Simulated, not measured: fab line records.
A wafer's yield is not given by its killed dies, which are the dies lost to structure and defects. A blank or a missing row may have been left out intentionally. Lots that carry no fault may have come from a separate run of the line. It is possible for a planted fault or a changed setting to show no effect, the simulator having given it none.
Which of the tools did it? + flow n5 finfet + 27 wafers from 9 lots sampled at 6 of the route's 1938 steps

WHAT EACH GAUGE READ, for each wafer
N5_PMOS_HMC_CHANNEL_EPI_OVL_MEAS_10. Usual: PMOS_HMC_BLK_OVL typically reads 0.0 nm, with standard deviation 0.6.
| lot  | measured    | on         | PMOS_HMC_BLK_OVL (nm) | flag |
|------|-------------|------------|-----------------------|------|
| L819 | day 1 23:35 | overlay-02 | 0.5 0.0 1.1           |      |
| L820 | day 2 05:32 | overlay-01 | 0.1 0.9 0.0           |      |
| L824 | day 3 05:08 | overlay-02 | 0.6 0.8 0.5           |      |
| L825 | day 3 11:26 | overlay-02 | -0.8 0.1 -0.3         |      |
| L832 | day 5 05:27 | overlay-02 | -0.9 -1.2 -0.4        |      |
| L833 | day 5 11:34 | overlay-01 | -0.8 -1.2 0.0         |      |
| L834 | day 5 17:31 | overlay-01 | 0.0 0.2 0.0           |      |
| L835 | day 5 23:38 | overlay-02 | 0.5 -0.9 0.9          |      |
| L840 | day 7 05:56 | overlay-02 | -0.5 -0.9 0.1         |      |

N5_PMOS_HMC_CHANNEL_EPI_THK_MEAS_22. Usual: HMC_CMP_THK typically reads 54.1 nm, with standard deviation 0.72.
| lot  | measured    | on            | HMC_CMP_THK (nm) | flag |
|------|-------------|---------------|------------------|------|
| L819 | day 2 02:01 | film metro-01 | 53.7 54.5 54.6   |      |
| L820 | day 2 07:59 | film metro-02 | 53.5 53.3 54.6   |      |
| L824 | day 3 07:28 | film metro-02 | 55.0 54.5 54.6   |      |
| L825 | day 3 13:46 | film metro-02 | 54.3 52.8 53.9   |      |
| L832 | day 5 08:12 | film metro-01 | 55.1 54.4 54.3   |      |
| L833 | day 5 14:37 | film metro-02 | 53.6 51.1 51.0   | OFF  |
| L834 | day 5 20:17 | film metro-02 | 54.4 54.5 53.0   |      |
| L835 | day 6 02:26 | film metro-01 | 54.4 50.5 49.5   | OFF  |
| L840 | day 7 08:17 | film metro-02 | 54.8 55.5 54.3   |      |

N5_BEOL_M4_RC_MEAS_101. Usual: CJ_P 5.78, standard deviation 0.15; DIBL_N 36.3 mV/V, standard deviation 1.1; DIBL_P 36.3 mV/V, standard deviation 1.4; IOFF_N 0.155 nA/um, standard deviation 0.019; IOFF_P 0.211 nA/um, standard deviation 0.027; ION_N 672 uA/um, standard deviation 8.5; ION_P 462 uA/um, standard deviation 5.8; SS_N 71.5 mV/dec, standard deviation 0.56; SS_P 73.3 mV/dec, standard deviation 0.52; VT_N 249.9 mV, standard deviation 2.5; VT_P -249.8 mV, standard deviation 2.8.
| lot  | measured     | on        | CJ_P           | DIBL_N (mV/V)  | DIBL_P (mV/V)  | IOFF_N (nA/um)    | IOFF_P (nA/um)    | ION_N (uA/um) | ION_P (uA/um) | SS_N (mV/dec)  | SS_P (mV/dec)  | VT_N (mV)         | VT_P (mV)            | flag |
|------|--------------|-----------|----------------|----------------|----------------|-------------------|-------------------|---------------|---------------|----------------|----------------|-------------------|----------------------|------|
| L819 | day 9 18:11  | prober-01 | 5.96 5.74 5.73 | 37.5 37.8 35.0 | 38.2 39.5 35.7 | 0.185 0.200 0.143 | 0.238 0.248 0.190 | 676 675 670   | 460 459 463   | 71.3 73.1 71.3 | 74.3 74.2 73.0 | 247.9 245.3 250.0 | -248.6 -248.1 -251.1 |      |
| L820 | day 10 12:52 | prober-01 | 5.94 6.05 5.73 | 35.6 34.9 35.7 | 36.9 35.4 35.9 | 0.152 0.134 0.153 | 0.178 0.170 0.178 | 669 670 671   | 451 456 455   | 71.1 71.3 72.0 | 73.6 73.3 73.3 | 248.7 249.2 251.5 | -253.7 -252.4 -253.4 |      |
| L824 | day 11 17:12 | prober-01 | 5.49 5.65 5.53 | 38.0 37.0 37.8 | 36.8 36.1 36.5 | 0.165 0.151 0.166 | 0.207 0.196 0.200 | 667 676 680   | 454 456 455   | 71.7 70.8 71.3 | 73.4 72.4 73.5 | 248.1 249.1 249.3 | -253.2 -252.9 -253.1 |      |
| L825 | day 13 01:34 | prober-02 | 5.80 6.04 5.83 | 36.7 37.7 36.1 | 37.0 37.7 34.9 | 0.177 0.182 0.156 | 0.217 0.223 0.183 | 689 677 670   | 466 459 456   | 71.6 72.3 71.0 | 74.0 73.2 73.2 | 250.4 245.9 249.7 | -248.3 -247.1 -251.6 |      |
| L832 | day 15 19:02 | prober-02 | 5.67 5.83 5.77 | 36.0 34.5 36.7 | 35.6 33.9 36.1 | 0.151 0.128 0.169 | 0.238 0.210 0.253 | 667 662 682   | 468 464 467   | 71.7 70.8 71.6 | 73.2 72.8 72.9 | 248.3 253.7 245.5 | -246.1 -245.9 -243.8 |      |
| L833 | day 17 07:19 | prober-01 | 5.92 6.26 6.23 | 35.9 34.9 35.3 | 36.9 35.8 36.1 | 0.156 0.146 0.161 | 0.221 0.197 0.211 | 670 679 665   | 460 466 462   | 70.8 71.2 71.5 | 73.5 72.9 72.7 | 250.6 247.6 248.6 | -248.0 -249.9 -246.7 |      |
| L834 | day 15 15:35 | prober-01 | 5.55 5.73 5.80 | 35.4 35.7 34.8 | 36.2 37.6 35.6 | 0.143 0.146 0.134 | 0.196 0.219 0.186 | 665 669 658   | 461 463 454   | 71.9 71.4 72.3 | 73.2 73.5 73.0 | 253.8 252.3 252.1 | -252.5 -248.9 -251.9 |      |
| L835 | day 16 16:17 | prober-01 | 5.74 6.35 6.54 | 36.3 36.7 35.7 | 36.6 36.5 35.7 | 0.168 0.178 0.158 | 0.226 0.225 0.215 | 687 688 690   | 470 470 470   | 71.9 71.6 71.9 | 73.7 74.0 73.8 | 247.1 243.7 247.6 | -248.9 -247.3 -247.3 |      |
| L840 | day 17 17:07 | prober-01 | 5.69 5.47 5.57 | 35.6 36.3 36.0 | 35.2 34.7 35.2 | 0.158 0.159 0.158 | 0.210 0.200 0.205 | 682 666 675   | 464 459 458   | 72.1 72.0 71.3 | 73.3 73.4 73.0 | 248.2 249.2 249.8 | -248.4 -250.9 -249.2 |      |

EACH LOT AND THE TOOL THAT RAN IT (in order: tool; ch and the chambers of the sampled wafers; start)
| lot  | N5_PMOS_HMC_CHANNEL_EPI_HM_OPEN_15 | N5_PMOS_HMC_CHANNEL_EPI_FIN_RECESS_16 | N5_PMOS_HMC_CHANNEL_EPI_EPI_26 |
|------|------------------------------------|---------------------------------------|--------------------------------|
| L819 | rie diel-06 ch 0,3, day 1 23:50    | rie si-06 ch 0,1, day 2 00:13         | epi rpcvd-02 ch 0, day 2 02:11 |
| L820 | rie diel-01 ch 0,1,2, day 2 05:41  | rie si-06 ch 1,2, day 2 06:04         | epi rpcvd-03 ch 0, day 2 08:18 |
| L824 | rie diel-06 ch 0,1, day 3 05:16    | rie si-02 ch 2,3, day 3 05:40         | epi rpcvd-01 ch 0, day 3 07:40 |
| L825 | rie diel-06 ch 0,1,2, day 3 11:34  | rie si-04 ch 0,1,2, day 3 11:57       | epi rpcvd-03 ch 0, day 3 13:52 |
| L832 | rie diel-03 ch 0,1, day 5 05:35    | rie si-02 ch 1,2, day 5 06:00         | epi rpcvd-01 ch 0, day 5 08:22 |
| L833 | rie diel-01 ch 0,1,2, day 5 12:00  | rie si-06 ch 0,1,2, day 5 12:24       | epi rpcvd-02 ch 0, day 5 14:43 |
| L834 | rie diel-06 ch 0,1,3, day 5 17:39  | rie si-04 ch 1,2,3, day 5 18:03       | epi rpcvd-03 ch 0, day 5 20:32 |
| L835 | rie diel-01 ch 0,1,3, day 5 23:46  | rie si-06 ch 0,2,3, day 6 00:10       | epi rpcvd-02 ch 0, day 6 02:32 |
| L840 | rie diel-03 ch 1,3, day 7 06:05    | rie si-02 ch 0,2, day 7 06:28         | epi rpcvd-01 ch 0, day 7 08:29 |
- N5_PMOS_HMC_CHANNEL_EPI_HM_OPEN_15: chemistry CHF3/O2, target SiO2, target depth 40.6 nm, time 20.3 s.
- N5_PMOS_HMC_CHANNEL_EPI_FIN_RECESS_16: chemistry HBr/Cl2, target Si, target depth 54 nm, time 18 s.
- N5_PMOS_HMC_CHANNEL_EPI_EPI_26: deposits Si from SiH4/H2, target thk 3.8 nm, time 22.7 s.

WHAT THE TOOLS THEMSELVES READ (means of the sampled wafers that have a number; where no wafer has one, the mark that the record gives instead)
N5_PMOS_HMC_CHANNEL_EPI_HM_OPEN_15. Usual: O2_flow_sccm 5.001 sccm, standard deviation 0.015; drypump motor current A 5.8 A, standard deviation 0.39; oes product au 0.80 a.u., standard deviation 0.092; rf vpp V 521 V, standard deviation 6.1; showerhead plenum p Torr 2.41 Torr, standard deviation 0.074; throttle valve pct 18.89 %, standard deviation 0.2.
| lot  | tool        | O2_flow_sccm (sccm) | drypump motor current A (A) | oes product au (a.u.) | rf vpp V (V) | showerhead plenum p Torr (Torr) | throttle valve pct (%) | flag |
|------|-------------|---------------------|-----------------------------|-----------------------|--------------|---------------------------------|------------------------|------|
| L819 | rie diel-06 | 5.003               | 6.0                         | 0.75                  | 520          | 2.38                            | 18.73                  |      |
| L820 | rie diel-01 | 4.994               | 5.6                         | 0.78                  | 522          | 2.38                            | 19.10                  |      |
| L824 | rie diel-06 | 5.004               | 6.4                         | 0.76                  | 523          | 2.47                            | 18.96                  |      |
| L825 | rie diel-06 | 4.997               | 6.1                         | 0.78                  | 521          | 2.45                            | 18.95                  |      |
| L832 | rie diel-03 | 5.000               | 5.7                         | 0.85                  | 530          | 2.41                            | 18.87                  |      |
| L833 | rie diel-01 | 5.026               | 5.6                         | 0.76                  | 523          | 2.37                            | 19.14                  |      |
| L834 | rie diel-06 | 4.996               | 6.2                         | 0.72                  | 518          | 2.40                            | 18.96                  |      |
| L835 | rie diel-01 | 4.990               | 5.7                         | 0.78                  | 517          | 2.38                            | 19.02                  |      |
| L840 | rie diel-03 | 5.013               | 5.5                         | 0.75                  | 526          | 2.43                            | 18.71                  |      |

N5_PMOS_HMC_CHANNEL_EPI_FIN_RECESS_16. Usual: HBr_flow_sccm 150.0 sccm, standard deviation 0.4; drypump motor current A 5.7 A, standard deviation 0.44; oes product au 1.000 a.u., standard deviation 0.018; throttle valve pct 35.28 %, standard deviation 0.23.
| lot  | tool      | HBr_flow_sccm (sccm) | drypump motor current A (A) | oes product au (a.u.) | throttle valve pct (%) | flag |
|------|-----------|----------------------|-----------------------------|-----------------------|------------------------|------|
| L819 | rie si-06 | 150.3                | 5.8                         | 0.984                 | 35.54                  |      |
| L820 | rie si-06 | 149.6                | 6.1                         | 0.984                 | 35.20                  |      |
| L824 | rie si-02 | 149.9                | 5.6                         | 1.012                 | 35.13                  |      |
| L825 | rie si-04 | 150.0                | 5.5                         | 1.011                 | 35.21                  |      |
| L832 | rie si-02 | 150.2                | 5.6                         | 1.027                 | 35.06                  |      |
| L833 | rie si-06 | 149.5                | 6.0                         | 0.980                 | 35.31                  |      |
| L834 | rie si-04 | 149.9                | 5.5                         | 1.016                 | 35.30                  |      |
| L835 | rie si-06 | 150.0                | 5.9                         | 0.989                 | 35.32                  |      |
| L840 | rie si-02 | 150.3                | 5.9                         | 1.012                 | 35.16                  |      |

N5_PMOS_HMC_CHANNEL_EPI_EPI_26. Usual: throttle valve pct 11.4 %, standard deviation 0.31.
| lot  | tool         | throttle valve pct (%) | flag |
|------|--------------|------------------------|------|
| L819 | epi rpcvd-02 | 11.7                   |      |
| L820 | epi rpcvd-03 | 11.1                   |      |
| L824 | epi rpcvd-01 | 11.2                   |      |
| L825 | epi rpcvd-03 | 11.2                   |      |
| L832 | epi rpcvd-01 | 11.5                   |      |
| L833 | epi rpcvd-02 | 11.8                   |      |
| L834 | epi rpcvd-03 | 11.1                   |      |
| L835 | epi rpcvd-02 | 11.7                   |      |
| L840 | epi rpcvd-01 | 11.1                   |      |

THE ANSWER, worked out from the rows above alone
Rule: a lot is off if the mean of its wafers that have a number lies more than 3 standard deviations from the usual mean. A lot without any number at a reading at which 4 lots or more have one is off too. Any other lot the step has rows for is counted as sound. Order of review: gauges by route order, followed by the tools' own readings, for which a lot's mean as printed above is used. At the first step where some lot is off, the reading lying furthest off is the one used; lots without a number count as furthest.
Off: L833, L835, seen at N5_PMOS_HMC_CHANNEL_EPI_THK_MEAS_22 (HMC_CMP_THK).
A tool fits if, at a process step before that reading, it ran every lot that is off, and no sound lot after the first of them. The gauges at N5_PMOS_HMC_CHANNEL_EPI_THK_MEAS_22 are tried like those tools. Undecided on this evidence; 2 tools fit (rie diel-01 at N5_PMOS_HMC_CHANNEL_EPI_HM_OPEN_15, rie si-06 at N5_PMOS_HMC_CHANNEL_EPI_FIN_RECESS_16).

WHAT HAD BEEN PUT IN BY THE SIMULATOR
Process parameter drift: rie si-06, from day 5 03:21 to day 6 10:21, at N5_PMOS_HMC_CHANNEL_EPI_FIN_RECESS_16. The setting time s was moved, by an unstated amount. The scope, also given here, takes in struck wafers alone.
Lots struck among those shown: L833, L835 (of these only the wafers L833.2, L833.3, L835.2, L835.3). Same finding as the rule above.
